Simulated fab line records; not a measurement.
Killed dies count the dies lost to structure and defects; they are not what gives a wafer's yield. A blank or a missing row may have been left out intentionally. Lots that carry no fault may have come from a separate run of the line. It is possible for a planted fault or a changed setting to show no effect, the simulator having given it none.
Chamber matching + flow nand-harc + NHARC_P_BONDPAD_CMP_32 on cmp-04 has 4 sister chambers
The step polishes SiCN, target thk 200 nm. 4 wafers are shown with their chamber, then 9 later ones without.

EACH WAFER AND ITS CHAMBER
| wafer  | chamber | motor-current-A (A) |
|--------|---------|---------------------|
| L082.1 | 0       | 11.1                |
| L085.2 | 3       | 13.4                |
| L085.3 | 2       | 10.6                |
| L085.5 | 1       | 13.6                |

WAFERS MISSING THEIR CHAMBER
| wafer  | motor-current-A (A) |
|--------|---------------------|
| L089.1 | 10.5                |
| L089.5 | 10.9                |
| L089.6 | 12.9                |
| L090.1 | 13.4                |
| L090.3 | 13.0                |
| L090.5 | 13.1                |
| L092.1 | 10.4                |
| L092.3 | 13.4                |
| L092.5 | 13.7                |

WHICH CHAMBER EACH WENT THROUGH
| wafer  | from the rows above     | in truth |
|--------|-------------------------|----------|
| L089.1 | can't be placed: 2 or 0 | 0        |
| L089.5 | can't be placed: 0 or 2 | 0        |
| L089.6 | can't be placed: 3 or 1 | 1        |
| L090.1 | can't be placed: 3 or 1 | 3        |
| L090.3 | can't be placed: 3 or 1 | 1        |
| L090.5 | can't be placed: 3 or 1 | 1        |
| L092.1 | can't be placed: 2 or 0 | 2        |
| L092.3 | can't be placed: 3 or 1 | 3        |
| L092.5 | can't be placed: 1 or 3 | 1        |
0 of 9 placed correctly. Not placeable from these rows: 9 (in 9, the candidates include the true chamber). 0 placed wrongly.
How it was worked out, from the rows above alone: a wafer's distance from a chamber is the root of the sum, over the readings, of the square of ((its reading less the chamber's mean) divided by the reading's scatter). The wafer belongs to the nearest chamber; if the next one is less than 2 further off, it can't be placed. The mean given for a chamber averages the wafers shown for that chamber. The scatter (one wafer shown for each chamber): square how far every hidden wafer sits from the nearest shown wafer, average those squares and take the square root.
